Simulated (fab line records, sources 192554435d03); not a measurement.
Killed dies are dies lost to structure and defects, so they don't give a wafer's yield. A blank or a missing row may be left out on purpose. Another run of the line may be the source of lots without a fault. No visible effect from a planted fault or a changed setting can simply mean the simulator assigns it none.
Chamber matching || flow n5_finfet || N5_FIN_SAQP_PECVD_47 on pecvd-03: 3 sister chambers
The step deposits a-Si from SiH4/He, target thk 45 nm, time 36.3 s. 3 wafers are shown with their chamber, then 7 later ones without.

WAFERS PAIRED WITH THEIR CHAMBERS
{"wafer": "L086.1", "chamber": 1, "showerhead_plenum_p_Torr (Torr)": 5.66}
{"wafer": "L086.2", "chamber": 0, "showerhead_plenum_p_Torr (Torr)": 5.61}
{"wafer": "L087.5", "chamber": 2, "showerhead_plenum_p_Torr (Torr)": 5.54}

WAFERS WITHOUT THEIR CHAMBER
{"wafer": "L087.6", "showerhead_plenum_p_Torr (Torr)": 5.66}
{"wafer": "L088.2", "showerhead_plenum_p_Torr (Torr)": 5.62}
{"wafer": "L088.3", "showerhead_plenum_p_Torr (Torr)": 5.66}
{"wafer": "L088.5", "showerhead_plenum_p_Torr (Torr)": 5.61}
{"wafer": "L089.1", "showerhead_plenum_p_Torr (Torr)": 5.61}
{"wafer": "L089.3", "showerhead_plenum_p_Torr (Torr)": 5.66}
{"wafer": "L089.4", "showerhead_plenum_p_Torr (Torr)": 5.63}

WHICH CHAMBER EACH WENT THROUGH
{"wafer": "L087.6", "from the rows above": 1, "in truth": 1}
{"wafer": "L088.2", "from the rows above": 0, "in truth": 0}
{"wafer": "L088.3", "from the rows above": 1, "in truth": 1}
{"wafer": "L088.5", "from the rows above": 0, "in truth": 0}
{"wafer": "L089.1", "from the rows above": 0, "in truth": 0}
{"wafer": "L089.3", "from the rows above": 1, "in truth": 1}
{"wafer": "L089.4", "from the rows above": "can't be placed: 0 or 1", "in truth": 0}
Correct placement for 6 of the 7. These rows do not allow placing 1 (true chamber among the candidates in 1). 0 placed wrongly.
How it was worked out, from the rows above alone: a wafer's distance from a chamber is the root of the sum, over the readings, of the square of ((its reading less the chamber's mean) divided by the reading's scatter). If the next closest chamber is less than 2 further off than the closest, the wafer can't be placed; otherwise it belongs to the closest. The mean given for a chamber averages the wafers shown for that chamber. The scatter: root of mean squared gap, hidden wafer to nearest shown wafer, with one shown wafer a chamber.
